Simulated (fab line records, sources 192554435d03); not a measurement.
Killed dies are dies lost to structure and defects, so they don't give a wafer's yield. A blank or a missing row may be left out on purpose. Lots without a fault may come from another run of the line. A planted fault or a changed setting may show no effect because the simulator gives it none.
Which tool did it? | flow n5_finfet | 10 lots, 30 wafers sampled, at 3 steps of a route of 1938

WHAT THE GAUGES READ, wafer by wafer
N5_BEOL_M8_CD_MEAS_11: target cd 38.5 nm. Usual: cd_nm 38.5 nm, standard deviation 0.41.
lot  | measured     | on        | cd_nm (nm)     | flag
L628 | day 9 12:19  | cd_sem-03 | 38.8 39.2 38.6 |
L629 | day 9 17:11  | cd_sem-02 | 38.3 39.1 39.1 |
L633 | day 10 06:40 | cd_sem-01 | 38.3 38.2 38.1 |
L634 | day 11 00:04 | cd_sem-02 | 38.1 38.5 38.0 |
L636 | day 11 04:15 | cd_sem-03 | 38.8 39.1 39.1 |
L638 | day 11 20:41 | cd_sem-03 | 38.8 39.0 38.6 |
L643 | day 12 20:10 | cd_sem-02 | 38.1 39.2 38.8 |
L646 | day 14 01:43 | cd_sem-01 | 38.6 39.0 39.3 |
L650 | day 14 15:40 | cd_sem-01 | 37.8 37.9 38.1 |
L651 | day 15 01:13 | cd_sem-01 | 38.0 37.9 38.5 |

N5_BEOL_M8_INSPECT_30: inspects for defects (brightfield). Usual: raw_defect_count 400, standard deviation 85.
lot  | measured     | on                | raw_defect_count | flag
L628 | day 9 14:11  | defect_inspect-02 | 330 260 430      |
L629 | day 9 20:13  | defect_inspect-02 | 391 427 353      |
L633 | day 10 09:07 | defect_inspect-02 | 403 393 468      |
L634 | day 11 03:06 | defect_inspect-01 | 359 370 287      |
L636 | day 11 07:12 | defect_inspect-01 | 294 261 387      |
L638 | day 11 21:40 | defect_inspect-01 | 341 366 465      |
L643 | day 13 01:07 | defect_inspect-02 | 414 422 363      |
L646 | day 14 03:02 | defect_inspect-02 | 353 605 364      |
L650 | day 14 17:40 | defect_inspect-01 | 397 352 556      |
L651 | day 15 04:49 | defect_inspect-02 | 206 266 288      |

WHICH TOOL RAN EACH LOT (tool, then ch and the chambers of the sampled wafers, then the start)
lot  | N5_BEOL_M8_STRIP_19
L628 | rie_diel-04 ch 1,2,3, day 9 13:00
L629 | rie_diel-06 ch 0,2,3, day 9 17:55
L633 | rie_diel-06 ch 0,2,3, day 10 07:32
L634 | rie_diel-01 ch 0,1,3, day 11 00:52
L636 | rie_diel-01 ch 0,2,3, day 11 05:03
L638 | rie_diel-06 ch 0,2,3, day 11 21:13
L643 | rie_diel-06 ch 0,3, day 12 20:59
L646 | rie_diel-04 ch 0,1,3, day 14 02:11
L650 | rie_diel-06 ch 1,2,3, day 14 16:09
L651 | rie_diel-01 ch 0,2,3, day 15 01:43
- N5_BEOL_M8_STRIP_19: strips in O2.

WHAT THE TOOLS THEMSELVES READ (means of the sampled wafers that have a number; where no wafer has one, the mark that the record gives instead)
N5_BEOL_M8_STRIP_19. Usual: chamber_pressure_mTorr 30.00 mTorr, standard deviation 0.036; drypump_motor_current_A 5.7 A, standard deviation 0.54; oes_product_au 0.80 a.u., standard deviation 0.091; rf_vpp_V 3.6 V, standard deviation 0.59; showerhead_plenum_p_Torr 2.10 Torr, standard deviation 0.072; throttle_valve_pct 16.64 %, standard deviation 0.19.
lot  | tool        | chamber_pressure_mTorr (mTorr) | drypump_motor_current_A (A) | oes_product_au (a.u.) | rf_vpp_V (V) | showerhead_plenum_p_Torr (Torr) | throttle_valve_pct (%) | flag
L628 | rie_diel-04 | 30.01                          | 5.9                         | 0.78                  | 4.0          | 2.10                            | 16.58                  |
L629 | rie_diel-06 | 30.02                          | 5.9                         | 0.81                  | 3.5          | 2.14                            | 16.70                  |
L633 | rie_diel-06 | 29.99                          | 5.9                         | 0.80                  | 3.6          | 2.14                            | 16.71                  |
L634 | rie_diel-01 | 30.02                          | 5.3                         | 0.88                  | 3.5          | 2.11                            | 16.59                  |
L636 | rie_diel-01 | 29.99                          | 5.6                         | 0.82                  | 3.6          | 2.12                            | 16.69                  |
L638 | rie_diel-06 | 30.00                          | 5.9                         | 0.78                  | 3.4          | 2.13                            | 16.75                  |
L643 | rie_diel-06 | 30.02                          | 6.4                         | 0.71                  | 3.9          | 2.17                            | 16.88                  |
L646 | rie_diel-04 | 29.99                          | 5.6                         | 0.84                  | 3.3          | 2.03                            | 16.56                  |
L650 | rie_diel-06 | 30.01                          | 5.8                         | 0.83                  | 4.0          | 2.08                            | 16.59                  |
L651 | rie_diel-01 | 30.03                          | 5.6                         | 0.78                  | 3.3          | 2.11                            | 16.75                  |

THE ANSWER, worked out from the rows above alone
Rule: a lot is off if the mean of its wafers that have a number lies more than 3 standard deviations from the usual mean. A lot without any number at a reading at which 4 lots or more have one is off too. The other lots that the step has rows for count as sound. The gauges are gone through in route order, then the tools' own readings, and for those a lot's mean is taken as printed above. The first step at which some lot is off is used, and at that step the reading that is off furthest; a lot without a number counts as furthest.
No lot is off at any reading shown: from this, nothing can be told.

WHAT THE SIMULATOR HAD PUT IN
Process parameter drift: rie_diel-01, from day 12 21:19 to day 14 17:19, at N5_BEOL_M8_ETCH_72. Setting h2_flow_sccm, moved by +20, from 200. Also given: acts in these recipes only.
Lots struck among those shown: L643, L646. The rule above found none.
